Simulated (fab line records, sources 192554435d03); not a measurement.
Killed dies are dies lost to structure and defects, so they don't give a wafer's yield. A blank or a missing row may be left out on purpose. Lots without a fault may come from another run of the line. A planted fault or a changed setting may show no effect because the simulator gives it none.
fab line records | flow n5_finfet
record lots=24 wafers=72 last_day=19
route steps=1938 shown BEOL_M9@1449 BEOL_M10@1484
lots that met no fault: from a run of the same line without faults
start_h: hours from the record's first day to the start of the lot's first wafer shown | wait_h: hours since the lot's step before | " the same as in the row above | L1.1+2: a row that stands for several wafers | - no value, or no start given | * or withheld: withheld | < > ~ a bound
route shown NAME@n: a module of which the file shows steps, and the number in the route of the first | usual: mean/standard deviation of fault-free wafers | same: alike in all rows | chamber/n: place in a boat | sites: the reading at each site | _std_site: their standard deviation | _edge_site: outer sites' mean less inner sites' | radius_mm: how far each site lies from the wafer's centre | mask NAME#n: copy n | behind: the tool/chamber that last shaped the wafer | hold: why the lot was held/for how many hours/how that ended | device: the transistor (n, p or np) that didn't switch | end of line: the same wafers' tests at the end of the route | a step without rows: its recipe alone | killed: dies lost to structure and defects at the first sort, not the wafer's yield | map: a wafer's dies, x killed, . not, _ none there
set.NAME: the setting as run; set.NAME@STEP: as run at that earlier step | model.NAME: the simulator's own value behind a step, which no gauge read
steps of the route over a sample of lots; a table a step, a row a wafer
services: from which hour (start_h, from the record's first day; less than 0 if before it) a tool's chamber was out of use, for how many hours, and why
## steps
# step N5_BEOL_M9_OCD_MEAS_38
# usual trench_depth_nm=151.1/2.8
# columns lot.wafer tool chamber start_h wait_h trench_depth_nm
L074.1 ocd-02 - 209.73 - 149.7
L074.2 " - " " 150.1
L074.3 " - " " 156.9
L075.1 ocd-02 - 214.79 - 149.6
L075.2 " - " " 151.6
L075.5 " - " " 153.6
L076.1 ocd-02 - 222.87 - 153.2
L076.2 " - " " 155.5
L076.5 " - " " 153.0
L077.1 ocd-02 - 223.27 - 151.8
L077.2 " - " " 145.5
L077.5 " - " " 148.1
L078.1 ocd-01 - 234.77 - 153.4
L078.3 " - " " 153.5
L078.6 " - " " 155.1
L079.2 ocd-01 - 235.10 - 148.1
L079.3 " - " " 150.8
L079.6 " - " " 154.4
L080.1 ocd-01 - 244.95 - 150.5
L080.2 " - " " 154.1
L080.6 " - " " 154.0
L081.2 ocd-01 - 249.70 - 153.8
L081.5 " - " " 149.3
L081.6 " - " " 153.4
L082.1 ocd-02 - 250.11 - 144.9
L082.2 " - " " 149.4
L082.5 " - " " 149.5
L083.1 ocd-02 - 258.92 - 146.8
L083.4 " - " " 147.7
L083.6 " - " " 150.7
L085.2 ocd-02 - 264.48 - 151.7
L085.4 " - " " 150.7
L085.5 " - " " 148.9
L084.4 ocd-02 - 267.85 - 148.0
L084.5 " - " " 145.3
L084.6 " - " " 148.5
L086.1 ocd-02 - 291.44 - 153.2
L086.2 " - " " 151.1
L086.6 " - " " 150.3
L087.4 ocd-01 - 294.60 - 148.6
L087.5 " - " " 150.6
L087.6 " - " " 144.6
L089.1 ocd-01 - 298.93 - 152.4
L089.5 " - " " 150.1
L089.6 " - " " 152.2
L088.1 ocd-02 - 306.42 - 151.3
L088.3 " - " " 147.9
L088.5 " - " " 147.3
L091.2 ocd-02 - 310.20 - 156.6
L091.3 " - " " 148.1
L091.4 " - " " 148.5
L090.1 ocd-02 - 329.51 - 149.5
L090.2 " - " " 150.3
L090.5 " - " " 155.0
L092.1 ocd-01 - 339.33 - 146.6
L092.2 " - " " 150.5
L092.6 " - " " 146.5
L093.3 ocd-01 - 360.04 - 155.8
L093.5 " - " " 150.7
L093.6 " - " " 151.1
L094.1 ocd-01 - 363.29 - 148.5
L094.4 " - " " 154.3
L094.5 " - " " 152.7
L096.2 ocd-02 - 363.72 - 150.9
L096.5 " - " " 150.8
L096.6 " - " " 150.2
L097.1 ocd-02 - 388.26 - 150.5
L097.3 " - " " 150.5
L097.6 " - " " 151.6
L095.2 ocd-01 - 400.61 - 148.8
L095.3 " - " " 149.4
L095.6 " - " " 151.3
# step N5_BEOL_M10_OVL_MEAS_12
# recipe points_per_wafer=44
# usual M10_OVL=-0.2/0.73
# columns lot.wafer tool chamber start_h wait_h M10_OVL[nm]
L074.1 overlay-01 0 216.13 0.0 -0.1
L074.2 " 0 " " 0.3
L074.3 " 0 " " 0.3
L075.1 overlay-01 0 221.66 0.0 0.0
L075.2 " 0 " " 1.1
L075.5 " 0 " " -0.1
L077.1 overlay-01 0 228.15 0.0 -0.7
L077.2 " 0 " " 0.4
L077.5 " 0 " " -0.1
L076.1 overlay-01 0 228.31 0.0 0.2
L076.2 " 0 " " -0.3
L076.5 " 0 " " 0.2
L078.1 overlay-01 0 238.82 0.0 -1.0
L078.3 " 0 " " 0.6
L078.6 " 0 " " -0.8
L079.2 overlay-01 0 240.30 0.1 0.2
L079.3 " 0 " " -0.6
L079.6 " 0 " " 0.1
L080.1 overlay-01 0 249.55 0.0 -0.8
L080.2 " 0 " " 1.1
L080.6 " 0 " " -0.2
L081.2 overlay-02 0 253.29 0.0 0.4
L081.5 " 0 " " 0.9
L081.6 " 0 " " -0.7
L082.1 overlay-02 0 253.71 0.0 -0.4
L082.2 " 0 " " -1.3
L082.5 " 0 " " -0.4
L083.1 overlay-01 0 265.58 0.0 -1.4
L083.4 " 0 " " 1.6
L083.6 " 0 " " 0.0
L085.2 overlay-01 0 269.15 0.0 0.2
L085.4 " 0 " " 0.8
L085.5 " 0 " " -1.5
L084.4 overlay-02 0 272.74 0.0 -0.8
L084.5 " 0 " " -0.3
L084.6 " 0 " " -0.7
L086.1 overlay-02 0 296.51 0.0 -1.5
L086.2 " 0 " " -1.1
L086.6 " 0 " " -1.5
L087.4 overlay-01 0 298.01 0.0 0.9
L087.5 " 0 " " -0.5
L087.6 " 0 " " -0.1
L089.1 overlay-02 0 306.76 0.0 -0.4
L089.5 " 0 " " -0.8
L089.6 " 0 " " 0.4
L088.1 overlay-01 0 311.09 0.0 -0.9
L088.3 " 0 " " 0.8
L088.5 " 0 " " 0.5
L091.2 overlay-02 0 315.00 0.0 -0.8
L091.3 " 0 " " -0.2
L091.4 " 0 " " -1.4
L090.1 overlay-01 0 333.68 0.0 -0.3
L090.2 " 0 " " 0.0
L090.5 " 0 " " 1.4
L092.1 overlay-01 0 345.80 0.0 1.5
L092.2 " 0 " " 0.4
L092.6 " 0 " " 0.4
L093.3 overlay-02 0 363.73 0.0 -1.5
L093.5 " 0 " " -0.4
L093.6 " 0 " " 0.4
L094.1 overlay-02 0 371.72 0.0 -0.8
L094.4 " 0 " " -0.4
L094.5 " 0 " " -0.5
L096.2 overlay-02 0 372.52 0.0 -0.1
L096.5 " 0 " " 0.0
L096.6 " 0 " " -0.5
L097.1 overlay-01 0 393.23 0.0 -0.4
L097.3 " 0 " " -1.5
L097.6 " 0 " " 0.4
L095.2 overlay-02 0 407.23 0.0 -0.9
L095.3 " 0 " " -0.8
L095.6 " 0 " " -0.8
# step N5_BEOL_M10_ETCH_61
# recipe chemistry=CF4 target=SiARC target_depth_a=390 mask_material=CAR-ArF time_s=65 ion_energy_ev=80 pressure_mtorr=40 source_w=545 bias_w=36 Ar_flow_sccm=100 cf4_flow_sccm=100 ends=cleared
# usual drypump_motor_current_A=5.7/0.43 etch_rf_on_time_s=65.4/1.5 oes_product_au=0.69/0.081 rf_vpp_V=184.4/1.3 showerhead_plenum_p_Torr=2.17/0.082 throttle_valve_pct=15.61/0.27
# columns lot.wafer tool chamber start_h wait_h drypump_motor_current_A etch_rf_on_time_s oes_product_au rf_hours_counter_h rf_vpp_V showerhead_plenum_p_Torr throttle_valve_pct
L074.1 rie_diel-01 0 216.22 0.0 5.1 65.9 0.66 114 185.2 2.24 15.61
L074.2 " 3 " " 5.7 64.7 0.77 23 186.0 2.29 15.88
L074.3 " 1 " " 6.1 63.1 0.75 51 183.8 2.17 15.31
L075.1 rie_diel-05 1 221.78 0.0 5.5 67.6 0.56 245 183.9 2.11 15.90
L075.2 " 3 " " 6.2 64.1 0.61 217 182.0 2.03 15.70
L075.5 " 2 " " 6.1 65.4 0.62 - 184.7 2.21 15.83
L077.1 rie_diel-01 0 228.25 0.0 5.1 66.4 0.66 117 185.1 2.24 15.61
L077.2 " 2 " " 5.5 65.8 0.73 60 183.3 2.17 15.42
L077.5 " 3 " " 5.7 65.4 0.76 - 185.9 2.29 15.88
L076.1 rie_diel-01 0 228.54 0.0 5.1 66.6 0.65 117 185.3 2.24 15.62
L076.2 " 3 " " 5.7 65.8 0.76 27 184.3 2.29 15.89
L076.5 " 1 " " 6.1 64.4 0.73 - 185.6 2.17 15.33
L078.1 rie_diel-01 0 238.91 0.0 5.1 67.8 0.64 122 185.1 2.24 15.63
L078.3 " 1 " " 6.1 64.6 0.73 59 184.4 2.16 15.32
L078.6 " 3 " " 5.7 66.0 0.75 - 185.5 2.29 15.88
L079.2 rie_diel-01 2 240.87 0.0 5.6 66.1 0.72 65 184.7 2.16 15.41
L079.3 " 0 " " 5.2 67.0 0.65 123 185.8 2.24 15.62
L079.6 " 0 " " 5.1 66.9 0.65 - 186.4 2.24 15.63
L080.1 rie_diel-05 3 249.65 0.0 6.1 64.1 0.61 231 182.9 2.03 15.71
L080.2 " 0 " " 6.1 62.9 0.81 6 184.7 2.28 15.14
L080.6 " 0 " " 6.1 62.2 0.81 - 186.3 2.28 15.17
L081.2 rie_diel-05 0 253.38 0.0 6.1 62.2 0.81 8 184.9 2.27 15.15
L081.5 " 0 " " 6.1 62.2 0.81 - 185.2 2.27 15.16
L081.6 " 2 " " 6.1 66.2 0.61 - 184.2 2.20 15.85
L082.1 rie_diel-03 1 253.81 0.0 6.1 64.4 0.80 19 182.3 2.10 15.06
L082.2 " 3 " " 5.1 66.9 0.59 217 183.4 2.04 15.97
L082.5 " 3 " " 5.1 66.7 0.59 - 182.0 2.04 15.97
L083.1 rie_diel-05 2 265.81 0.0 6.1 66.7 0.60 210 185.1 2.20 15.87
L083.4 " 0 " " 6.1 62.9 0.79 - 186.3 2.27 15.17
L083.6 " 2 " " 6.1 65.7 0.61 - 184.5 2.20 15.86
L085.2 rie_diel-03 0 269.31 0.0 6.1 66.0 0.58 238 185.8 2.20 15.96
L085.4 " 0 " " 6.2 65.6 0.57 - 184.8 2.20 15.96
L085.5 " 2 " " 5.2 63.4 0.80 - 183.3 2.10 15.48
L084.4 rie_diel-03 3 272.86 0.0 5.2 68.3 0.58 - 182.9 2.04 15.99
L084.5 " 2 " " 5.2 64.6 0.79 - 181.1 2.10 15.49
L084.6 " 0 " " 6.2 67.8 0.56 - 183.0 2.20 15.97
L086.1 rie_diel-03 0 296.65 0.0 6.2 67.1 0.56 249 184.1 2.20 15.97
L086.2 " 2 " " 5.2 64.7 0.77 28 184.5 2.10 15.50
L086.6 " 2 " " 5.2 64.4 0.77 - 181.8 2.10 15.52
L087.4 rie_diel-05 2 299.31 0.0 6.1 66.1 0.60 221 184.1 2.19 15.90
L087.5 " 3 " " 6.1 64.5 0.59 - 182.8 2.02 15.74
L087.6 " 2 " " 6.1 65.6 0.60 - 185.7 2.20 15.90
L089.1 rie_diel-01 1 306.88 0.0 6.1 64.3 0.70 80 184.9 2.16 15.36
L089.5 " 3 " " 5.7 65.7 0.72 - 184.7 2.28 15.93
L089.6 " 2 " " 5.5 66.6 0.69 - 184.3 2.16 15.46
L088.1 rie_diel-01 3 311.21 0.0 5.7 65.8 0.71 54 186.4 2.28 15.94
L088.3 " 2 " " 5.5 65.9 0.70 87 185.9 2.16 15.45
L088.5 " 2 " " 5.5 65.8 0.70 - 183.9 2.16 15.49
L091.2 rie_diel-01 2 315.09 0.0 5.5 65.2 0.70 89 184.8 2.16 15.48
L091.3 " 3 " " 5.7 64.5 0.72 55 185.2 2.28 15.94
L091.4 " 0 " " 5.2 66.5 0.64 146 186.1 2.23 15.67
L090.1 rie_diel-03 2 333.77 0.0 5.2 64.5 0.75 36 184.2 2.10 15.54
L090.2 " 1 " " 6.1 65.8 0.76 43 184.1 2.09 15.11
L090.5 " 2 " " 5.2 65.4 0.75 - 184.3 2.10 15.52
L092.1 rie_diel-05 1 346.00 0.0 5.5 64.2 0.74 26 183.1 2.10 15.44
L092.2 " 2 " " 6.1 65.7 0.59 240 184.8 2.19 15.93
L092.6 " 3 " " 6.1 62.4 0.84 - 185.7 2.27 15.30
L093.3 rie_diel-05 2 364.02 0.0 6.2 66.5 0.58 246 185.4 2.19 15.93
L093.5 " 1 " " 5.5 64.7 0.74 - 184.0 2.10 15.44
L093.6 " 2 " " 6.1 66.6 0.58 - 184.9 2.19 15.93
L094.1 rie_diel-03 2 371.81 0.0 5.2 65.1 0.74 48 185.4 2.09 15.55
L094.4 " 0 " " 6.2 65.0 0.79 12 185.4 2.20 15.49
L094.5 " 1 " " 6.1 65.8 0.73 - 183.9 2.09 15.13
L096.2 rie_diel-03 3 372.61 0.0 5.1 66.7 0.80 7 184.2 2.28 15.52
L096.5 " 3 " " 5.1 66.3 0.80 - 185.2 2.28 15.54
L096.6 " 2 " " 5.2 65.3 0.74 - 183.9 2.09 15.54
L097.1 rie_diel-01 2 393.32 0.0 5.5 66.4 0.68 109 185.3 2.15 15.52
L097.3 " 3 " " 5.7 66.0 0.70 77 184.8 2.27 15.99
L097.6 " 3 " " 5.7 66.0 0.69 - 184.9 2.27 15.99
L095.2 rie_diel-03 3 407.32 0.0 5.1 65.4 0.78 19 184.7 2.28 15.54
L095.3 " 2 " " 5.2 64.9 0.73 60 182.3 2.09 15.58
L095.6 " 3 " " 5.1 66.0 0.78 - 185.7 2.28 15.55
# step N5_BEOL_M10_CD_MEAS_35
# recipe target_cd_nm=70 polarity=opening
# usual cd_nm=69.7/0.62
# columns lot.wafer tool chamber start_h wait_h cd_nm
L074.1 cd_sem-01 - 221.15 0.0 68.0
L074.2 " - " " 68.9
L074.3 " - " " 69.0
L075.1 cd_sem-01 - 223.48 0.0 69.6
L075.2 " - " " 69.9
L075.5 " - " " 69.3
L076.1 cd_sem-02 - 231.03 0.0 69.5
L076.2 " - " " 69.9
L076.5 " - " " 69.9
L077.1 cd_sem-01 - 231.20 0.0 68.9
L077.2 " - " " 69.5
L077.5 " - " " 69.0
L078.1 cd_sem-02 - 240.47 0.0 70.8
L078.3 " - " " 70.5
L078.6 " - " " 70.1
L079.2 cd_sem-03 - 242.85 0.0 69.4
L079.3 " - " " 69.0
L079.6 " - " " 68.9
L080.1 cd_sem-02 - 251.47 0.0 68.8
L080.2 " - " " 69.7
L080.6 " - " " 69.4
L081.2 cd_sem-02 - 255.79 0.0 70.4
L081.5 " - " " 69.9
L081.6 " - " " 69.5
L082.1 cd_sem-02 - 256.07 0.0 69.6
L082.2 " - " " 68.3
L082.5 " - " " 68.9
L083.1 cd_sem-02 - 268.07 0.0 68.6
L083.4 " - " " 69.0
L083.6 " - " " 70.1
L085.2 cd_sem-03 - 272.68 0.0 70.1
L085.4 " - " " 70.9
L085.5 " - " " 70.2
L084.4 cd_sem-02 - 274.46 0.0 70.1
L084.5 " - " " 70.0
L084.6 " - " " 70.7
L086.1 cd_sem-02 - 298.60 0.0 70.3
L086.2 " - " " 69.8
L086.6 " - " " 69.5
L087.4 cd_sem-01 - 302.21 0.0 69.8
L087.5 " - " " 70.2
L087.6 " - " " 69.4
L089.1 cd_sem-01 - 308.48 0.0 69.5
L089.5 " - " " 69.6
L089.6 " - " " 68.9
L088.1 cd_sem-01 - 313.22 0.0 70.4
L088.3 " - " " 69.9
L088.5 " - " " 70.3
L091.2 cd_sem-03 - 318.29 0.0 69.6
L091.3 " - " " 69.6
L091.4 " - " " 69.4
L090.1 cd_sem-02 - 335.56 0.0 69.0
L090.2 " - " " 69.6
L090.5 " - " " 70.5
L092.1 cd_sem-02 - 349.13 0.0 70.3
L092.2 " - " " 69.3
L092.6 " - " " 69.2
L093.3 cd_sem-01 - 366.25 0.0 69.1
L093.5 " - " " 69.8
L093.6 " - " " 69.4
L094.1 cd_sem-01 - 378.56 0.0 69.4
L094.4 " - " " 69.7
L094.5 " - " " 69.8
L096.2 cd_sem-03 - 378.90 0.0 70.3
L096.5 " - " " 69.8
L096.6 " - " " 70.6
L097.1 cd_sem-01 - 398.08 0.0 70.1
L097.3 " - " " 69.8
L097.6 " - " " 69.8
L095.2 cd_sem-03 - 410.65 0.0 69.6
L095.3 " - " " 69.7
L095.6 " - " " 70.0
# step N5_BEOL_M10_ANNEAL_51
# recipe temp_c=225 time_s=90 ambient=N2
# usual wafer_temp_C_max=225.78/0.2
# columns lot.wafer tool chamber start_h wait_h wafer_temp_C_max
L074.1 rtp_anneal-01 0 223.07 0.2 225.54
L074.2 " 0 " " 225.79
L074.3 " 0 " " 225.76
L075.1 rtp_anneal-02 0 226.15 0.6 225.73
L075.2 " 0 " " 225.90
L075.5 " 0 " " 225.70
L076.1 rtp_anneal-01 0 232.39 0.1 225.93
L076.2 " 0 " " 225.59
L076.5 " 0 " " 226.01
L077.1 rtp_anneal-01 0 232.81 0.1 226.13
L077.2 " 0 " " 226.24
L077.5 " 0 " " 226.07
L078.1 rtp_anneal-02 0 243.52 0.3 225.54
L078.3 " 0 " " 225.72
L078.6 " 0 " " 225.70
L079.2 rtp_anneal-02 0 244.91 0.9 225.57
L079.3 " 0 " " 225.61
L079.6 " 0 " " 225.38
L080.1 rtp_anneal-01 0 252.77 0.1 225.46
L080.2 " 0 " " 225.77
L080.6 " 0 " " 225.95
L081.2 rtp_anneal-02 0 257.29 0.2 225.49
L081.5 " 0 " " 225.58
L081.6 " 0 " " 225.72
L082.1 rtp_anneal-02 0 259.43 0.1 225.65
L082.2 " 0 " " 225.79
L082.5 " 0 " " 225.72
L083.1 rtp_anneal-01 0 269.76 0.1 225.85
L083.4 " 0 " " 226.02
L083.6 " 0 " " 225.79
L085.2 rtp_anneal-01 0 274.31 0.3 225.85
L085.4 " 0 " " 225.62
L085.5 " 0 " " 225.87
L084.4 rtp_anneal-01 0 278.73 0.2 226.23
L084.5 " 0 " " 225.84
L084.6 " 0 " " 225.40
L086.1 rtp_anneal-02 0 299.91 0.2 225.81
L086.2 " 0 " " 225.79
L086.6 " 0 " " 225.84
L087.4 rtp_anneal-02 0 305.11 0.2 225.52
L087.5 " 0 " " 225.48
L087.6 " 0 " " 225.76
L089.1 rtp_anneal-01 0 310.89 0.1 225.95
L089.5 " 0 " " 225.76
L089.6 " 0 " " 226.15
L088.1 rtp_anneal-02 0 315.01 0.1 225.66
L088.3 " 0 " " 225.91
L088.5 " 0 " " 225.96
L091.2 rtp_anneal-01 0 319.89 0.1 225.49
L091.3 " 0 " " 226.00
L091.4 " 0 " " 225.61
L090.1 rtp_anneal-02 0 337.21 0.2 225.79
L090.2 " 0 " " 225.66
L090.5 " 0 " " 225.77
L092.1 rtp_anneal-02 0 351.06 0.1 225.61
L092.2 " 0 " " 225.72
L092.6 " 0 " " 225.71
L093.3 rtp_anneal-01 0 369.51 0.3 225.72
L093.5 " 0 " " 225.73
L093.6 " 0 " " 226.00
L094.1 rtp_anneal-01 0 381.21 0.8 225.59
L094.4 " 0 " " 225.94
L094.5 " 0 " " 225.96
L096.2 rtp_anneal-02 0 382.65 2.1 225.73
L096.5 " 0 " " 225.59
L096.6 " 0 " " 226.14
L097.1 rtp_anneal-01 0 400.96 0.3 226.12
L097.3 " 0 " " 225.96
L097.6 " 0 " " 225.84
L095.2 rtp_anneal-01 0 414.25 0.4 225.86
L095.3 " 0 " " 225.86
L095.6 " 0 " " 225.86
# step N5_BEOL_M10_CMP_52
# recipe stop_on=SiCOH_lowk t_overpolish_s=7 down_force_psi=1 platen_rpm=50 clearing_platen_down_force_psi=1.5 clearing_platen_rpm=50 post_cmp_clean=cu_alkaline target_thk_nm=140 clearing_platen_pad_velocity_m_s=0.99484 pad_velocity_m_s=0.99484
# usual barrier_field_endpoint_s=28.9/0.74 edge_zone_pressure_frac=1.001/0.0051 motor_current_A=6.1/0.66 overpolish_run_s=7.001/0.01 pad_life_wafers=1184/500 slurry_flow_ml_min=150.0/0.45 time_to_endpoint_s=67/3
# same t_overpolish_s=7
# columns lot.wafer tool chamber start_h wait_h barrier_field_endpoint_s edge_zone_pressure_frac motor_current_A overpolish_run_s pad_life_wafers slurry_flow_ml_min time_to_endpoint_s
L074.3 cmp-04 0 223.38 0.2 28.2 1.002 4.6 7.021 366 149.8 64
L074.2 " 2 " " 29.1 0.998 6.2 6.991 368 150.3 69
L074.1 " 3 " " 28.8 0.999 4.8 6.996 369 149.0 67
L075.1 cmp-02 0 226.45 0.3 29.4 1.006 6.5 6.992 480 149.5 68
L075.2 " 3 " " 28.7 1.006 6.8 7.011 483 150.0 65
L075.5 " 1 " " 30.0 0.989 5.8 6.996 - 149.4 71
L076.2 cmp-04 3 232.73 0.2 27.4 1.003 4.8 7.000 439 149.5 63
L076.1 " 1 " " 28.2 1.006 6.2 6.998 441 150.6 64
L076.5 " 2 " " 27.9 1.006 6.3 6.999 - 150.7 61
L077.1 cmp-01 1 233.15 0.3 28.5 1.001 5.9 6.996 1585 150.2 64
L077.2 " 2 " " 28.7 1.000 6.6 7.000 1586 149.0 67
L077.5 " 0 " " 29.7 1.003 6.6 7.001 - 149.6 68
L078.1 cmp-01 0 243.82 0.3 28.5 0.998 6.6 6.992 1680 150.0 67
L078.3 " 2 " " 28.8 1.009 6.8 7.008 1682 149.9 67
L078.6 " 0 " " 29.2 1.004 6.4 6.996 - 149.9 66
L079.3 cmp-01 1 245.22 0.2 27.9 0.997 5.9 7.010 1717 149.6 61
L079.2 " 3 " " 28.3 1.005 6.9 7.005 1719 150.6 66
L079.6 " 0 " " 29.9 0.996 6.7 7.006 - 149.7 66
L080.2 cmp-04 0 253.11 0.2 28.2 1.005 4.8 7.017 613 150.2 67
L080.1 " 1 " " 29.0 0.996 6.5 6.987 614 150.4 66
L080.6 " 0 " " 28.2 1.007 4.7 6.986 - 149.5 64
L081.2 cmp-01 0 257.58 0.2 28.9 1.002 6.0 6.993 1825 150.3 70
L081.5 " 3 " " 29.5 1.006 6.7 7.005 - 150.2 72
L081.6 " 0 " " 29.1 1.004 6.2 6.994 - 150.3 71
L082.2 cmp-01 0 259.77 0.2 28.5 1.002 6.2 6.991 1849 149.6 68
L082.1 " 2 " " 28.7 0.993 6.8 7.013 1851 150.2 69
L082.5 " 3 " " 29.5 1.001 6.4 7.004 - 149.6 71
L083.1 cmp-02 3 270.06 0.3 29.1 0.995 6.6 7.008 798 150.1 67
L083.4 " 0 " " 29.8 0.999 6.8 7.028 799 149.7 70
L083.6 " 0 " " 29.5 0.995 6.5 7.008 - 149.4 69
L085.4 cmp-04 2 274.60 0.2 29.2 1.005 6.2 6.991 775 150.6 70
L085.2 " 0 " " 28.9 0.995 5.0 7.001 777 150.2 66
L085.5 " 1 " " 29.0 0.996 6.2 6.991 - 150.6 68
L084.4 cmp-04 1 278.89 0.1 29.6 0.999 6.5 6.999 804 150.6 67
L084.5 " 1 " " 29.5 1.002 6.3 6.997 - 150.2 68
L084.6 " 2 " " 29.0 1.000 6.3 7.005 - 149.6 66
L086.2 cmp-02 1 300.28 0.3 30.1 1.005 5.6 7.012 1028 149.3 71
L086.1 " 2 " " 28.3 0.997 5.9 7.014 1029 151.1 63
L086.6 " 0 " " 28.9 0.996 6.5 7.002 - 150.3 67
L087.4 cmp-02 1 305.35 0.2 30.3 0.992 5.8 7.003 1064 150.4 67
L087.6 " 3 " " 29.2 0.995 6.4 7.012 - 150.3 63
L087.5 " 0 " " 30.3 0.996 6.7 6.993 - 150.2 66
L089.1 cmp-02 1 311.19 0.3 29.6 1.001 5.8 7.005 1104 149.5 72
L089.6 " 1 " " 30.4 1.004 5.8 6.997 - 149.1 70
L089.5 " 2 " " 29.4 1.000 6.3 7.003 - 150.3 70
L088.3 cmp-02 3 315.38 0.2 29.3 0.992 6.7 6.995 1142 150.1 66
L088.1 " 0 " " 29.2 1.007 6.3 6.998 1143 149.9 69
L088.5 " 2 " " 29.1 1.003 5.9 7.005 - 149.6 69
L091.3 cmp-01 1 320.23 0.2 28.8 1.000 5.8 6.992 271 149.5 70
L091.2 " 2 " " 29.4 1.004 6.7 7.002 272 150.3 73
L091.4 " 3 " " 30.3 1.008 6.2 7.007 273 149.9 72
L090.2 cmp-02 1 337.51 0.2 29.6 0.997 5.5 7.002 1308 149.8 71
L090.1 " 2 " " 29.5 1.004 6.1 6.994 1309 150.2 72
L090.5 " 2 " " 29.6 1.003 5.7 7.014 - 150.2 71
L092.2 cmp-04 1 351.35 0.2 28.6 0.998 6.0 7.006 1284 150.1 66
L092.1 " 2 " " 28.0 1.007 6.4 7.009 1285 150.4 65
L092.6 " 1 " " 28.9 0.999 6.3 7.026 - 149.8 63
L093.3 cmp-04 2 369.75 0.2 29.2 1.002 6.3 7.012 1483 149.7 69
L093.5 " 1 " " 29.2 1.007 6.4 6.988 - 150.0 69
L093.6 " 2 " " 28.0 1.005 5.9 7.009 - 150.5 62
L094.4 cmp-02 2 381.78 0.2 28.9 0.997 5.9 6.990 1596 149.8 67
L094.1 " 0 " " 29.5 1.005 6.5 7.005 1598 150.5 72
L094.5 " 3 " " 28.6 0.991 6.8 6.994 - 150.8 64
L096.2 cmp-02 2 382.90 0.2 29.0 1.010 6.2 6.992 1602 149.7 69
L096.5 " 2 " " 28.8 1.009 6.2 6.993 - 149.4 66
L096.6 " 3 " " 28.7 1.005 6.6 6.991 - 149.8 65
L097.1 cmp-02 3 401.29 0.3 27.8 1.003 6.8 7.000 1765 149.6 63
L097.3 " 1 " " 28.6 1.010 5.8 7.007 1767 150.0 72
L097.6 " 3 " " 28.3 0.994 6.5 6.981 - 150.1 65
L095.3 cmp-04 1 414.52 0.2 27.1 0.999 6.5 7.000 1806 149.9 60
L095.2 " 2 " " 27.3 1.002 6.3 7.020 1807 149.8 61
L095.6 " 1 " " 27.7 0.996 6.2 7.007 - 149.5 63
## services
# columns tool chamber start_h hours kind
rie_diel-01 - 216.73 1.2 repair
rie_diel-05 1 237.91 6.5 repair
cmp-04 - 241.42 2.1 repair
cmp-02 - 244.87 0.2 repair
cmp-04 - 249.30 1.0 repair
cmp-02 - 252.15 4.3 repair
rie_diel-03 0 258.93 7.9 repair
cmp-02 - 259.02 1.9 repair
cmp-04 - 259.07 1.8 repair
rie_diel-03 1 266.71 8.6 repair
cmp-01 - 281.83 4.0 pm
cmp-04 - 282.79 4.9 pm
rie_diel-03 1 289.50 8.2 repair
cmp-02 - 289.64 0.3 repair
cmp-02 - 295.55 1.3 repair
rie_diel-05 1 308.63 4.9 repair
rie_diel-03 2 309.62 9.7 repair
cmp-04 - 325.74 2.8 repair
rie_diel-05 1 329.31 1.2 repair
cmp-04 - 335.17 0.3 repair
cmp-02 - 354.01 1.7 repair
cmp-02 - 362.40 8.2 pm
cmp-04 - 371.89 4.3 pm
rie_diel-03 0 412.68 1.7 repair
## key
fault none
